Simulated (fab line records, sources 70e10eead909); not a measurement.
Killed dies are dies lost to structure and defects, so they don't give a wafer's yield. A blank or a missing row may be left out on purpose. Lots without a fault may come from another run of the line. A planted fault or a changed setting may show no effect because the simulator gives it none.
A struck lot beside a sound one | flow nand_harc | 20 steps out of a route of 1159
Sound: wafers L104.2, L104.3, L104.4. Struck: wafers L994.2, L994.3, L994.4. The cause comes at the end.
At each step with rows: each side's tool, then ch and its chambers, then its first start. Under that, the readings that differ: sound wafers | struck wafers | difference of the means | sigmas: that difference in standard deviations of wafers without a fault.
alike: readings whose means differ by less than 2 such deviations, and words and numbers that are the same on both sides. not compared: withheld readings, readings that some wafer has no value for, bounds like >300 that may hide the same value, and numbers for which the record gives no deviation and whose values overlap.
The two part at a step that has a row with sigmas, a row that says differs or no value, or rows on one side only. Numbers that don't overlap but have no deviation are shown without sigmas and don't part them. A reading that every wafer of one side lacks parts them only if that side has two wafers or more.

NHARC_P_GATE_ALD_36: deposits SiNx, target thk 20 nm, pulse time 60 s, ald cycles 223.
  sound on ald_sin-02 ch 0,2,3, day 8 02:50; struck on ald_sin-02 ch 1,2,3, day 5 13:08
  alike: heater_power_w, precursor_pulse_height_rel
NHARC_P_GATE_ETCHBACK_37: etches the open film in CHF3/O2, target depth 34.5 nm, time 17.2 s.
  sound on rie_diel-02 ch 0,1,2; struck on rie_diel-02 ch 1,2,3
  reading                | sound | struck   | difference | sigmas
  rf_hours_counter_h (h) | 4 3 3 | 26 23 25 | +21        |
  alike: drypump_motor_current_A, oes_product_au, rf_vpp_V, showerhead_plenum_p_Torr, throttle_valve_pct
NHARC_P_GATE_STRIP_101: strips in O2, time 20 s.
  sound on rie_diel-02 ch 0,1,2, day 8 11:24; struck on rie_diel-02 ch 0,1,3, day 5 22:56
  reading                | sound | struck   | difference | sigmas
  rf_hours_counter_h (h) | 4 3 3 | 23 26 26 | +22        |
  alike: drypump_motor_current_A, oes_product_au, rf_vpp_V, showerhead_plenum_p_Torr, throttle_valve_pct
then, 9 steps without rows for these wafers: NHARC_P_GATE_PRECLEAN_97 (cleans in SPM, time 600 s); NHARC_P_GATE_SRD_98; NHARC_P_GATE_PRECLEAN_99 (cleans in SC1); NHARC_P_GATE_SRD_100; NHARC_P_GATE_DEHYDRATE_38 (time 120 s); NHARC_P_GATE_HMDS_39 (time 30 s); NHARC_P_GATE_COAT_40; NHARC_P_GATE_SOFTBAKE_41 (time 95 s); NHARC_P_GATE_EBR_42.
NHARC_P_GATE_EXPOSE_43: exposes mask P NSD, target cd 720 nm.
  sound on krf_scanner-02 ch 0, day 8 12:10; struck on krf_scanner-02 ch 0, day 5 23:42
  reading | sound                   | struck                           | difference | sigmas
  mask    | P_NSD#0 P_NSD#0 P_NSD#0 | P_NSD_R1#0 P_NSD_R1#0 P_NSD_R1#0 | differs    |
then, 2 steps without rows for these wafers: NHARC_P_GATE_PEB_44 (peb time 85 s); NHARC_P_GATE_DEVELOP_45 (time 70 s).
NHARC_P_GATE_CD_MEAS_46: target cd 720 nm.
  sound on cd_sem-01 ch 0, day 8 12:19; struck on cd_sem-01 ch 0, day 5 23:51
  reading    | sound             | struck            | difference | sigmas
  cd_nm (nm) | 720.8 721.3 720.9 | 655.2 654.0 656.4 | -65.8      | -35
then, 1 step without rows for these wafers: NHARC_P_GATE_HARDBAKE_47 (time 80 s).
NHARC_P_GATE_DESCUM_48: chemistry O2, time 3 s.
  sound on rie_diel-08 ch 0,2, day 8 12:30; struck on rie_diel-02 ch 0,1,3, day 6 00:01
  reading                 | sound             | struck            | difference | sigmas
  model.P_GATE.cd_nm (nm) | 721.1 721.5 721.3 | 655.5 653.8 656.2 | -66.1      |
  alike: drypump_motor_current_A, oes_product_au, rf_vpp_V, showerhead_plenum_p_Torr, throttle_valve_pct
  not compared: rf_hours_counter_h
then, 1 step without rows for these wafers: NHARC_P_GATE_IMPLANT_49.
-- the record jumps here: 14 days lie between the struck wafers' starts before and after (it left off in module P_GATE and takes up again in module END, whose first step shown is number 1159 of the route) --
NHARC_END_SORT_01:
  the record has rows for the struck wafers here (prober-01 ch 0, day 19 13:08) and none for the sound ones

WHERE THEY PART
First at NHARC_P_GATE_EXPOSE_43; last, within this record, at NHARC_END_SORT_01.

WHY: what the simulator had put in
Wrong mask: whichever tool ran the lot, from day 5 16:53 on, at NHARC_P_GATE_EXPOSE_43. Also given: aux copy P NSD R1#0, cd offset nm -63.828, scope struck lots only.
